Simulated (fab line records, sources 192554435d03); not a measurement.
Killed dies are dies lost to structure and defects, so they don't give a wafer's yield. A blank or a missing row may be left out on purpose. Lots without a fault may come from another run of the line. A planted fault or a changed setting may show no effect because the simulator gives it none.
Chamber matching | flow n5_finfet | N5_BEOL_M1_ETCH_74 on rie_diel-01: 4 sister chambers
The step etches underlayer in N2/H2, target depth 6.5 nm, time 5.2 s. 14 wafers are shown with their chamber, then 7 later ones without.

WAFERS WITH THEIR CHAMBER
wafer  | chamber | drypump_motor_current_A (A) | showerhead_plenum_p_Torr (Torr) | oes_product_au (a.u.)
L077.2 | 1       | 6.5                         | 2.48                            | 0.76
L077.3 | 3       | 5.9                         | 2.65                            | 0.70
L077.6 | 0       | 5.4                         | 2.56                            | 0.69
L078.1 | 2       | 5.6                         | 2.55                            | 0.62
L078.3 | 3       | 5.9                         | 2.65                            | 0.71
L078.6 | 0       | 5.4                         | 2.56                            | 0.69
L084.1 | 1       | 6.4                         | 2.48                            | 0.76
L084.3 | 3       | 5.9                         | 2.65                            | 0.71
L084.6 | 0       | 5.4                         | 2.55                            | 0.69
L085.3 | 2       | 5.6                         | 2.54                            | 0.62
L085.4 | 3       | 5.9                         | 2.64                            | 0.71
L085.6 | 3       | 5.9                         | 2.64                            | 0.70
L091.1 | 0       | 5.4                         | 2.55                            | 0.67
L091.3 | 1       | 6.5                         | 2.48                            | 0.75

SIGNATURES (means of the wafers above)
reading                  | chamber 0 | chamber 1 | chamber 2 | chamber 3 | scatter within a chamber
drypump_motor_current_A  | 5.400     | 6.467     | 5.600     | 5.900     | 0.0258
showerhead_plenum_p_Torr | 2.5550    | 2.4800    | 2.5450    | 2.6460    | 0.0052
oes_product_au           | 0.6850    | 0.7567    | 0.6200    | 0.7060    | 0.00698
Rule: a wafer's distance from a chamber is the root of the sum, over the readings, of the square of ((its reading less the chamber's mean) divided by the reading's scatter). The wafer belongs to the nearest chamber; if the next one is less than 2 further off, it can't be placed. The scatter: the root of (the sum of the squares of (reading less its chamber's mean) over the shown wafers, divided by (wafers less chambers)).

WAFERS WITHOUT THEIR CHAMBER
wafer  | drypump_motor_current_A (A) | showerhead_plenum_p_Torr (Torr) | oes_product_au (a.u.)
L091.6 | 5.4                         | 2.55                            | 0.68
L095.1 | 6.4                         | 2.47                            | 0.73
L095.3 | 5.4                         | 2.54                            | 0.67
L095.5 | 5.3                         | 2.54                            | 0.67
L096.1 | 5.4                         | 2.54                            | 0.66
L096.2 | 5.9                         | 2.64                            | 0.69
L096.3 | 6.4                         | 2.47                            | 0.73

WHICH CHAMBER EACH WENT THROUGH
wafer  | from the rows above | in truth
L091.6 | 0                   | 0
L095.1 | 1                   | 1
L095.3 | 0                   | 0
L095.5 | 0                   | 0
L096.1 | 0                   | 0
L096.2 | 3                   | 3
L096.3 | 1                   | 1
Placed correctly: 7 of 7. Can't be placed from these rows: 0. Placed wrongly: 0.
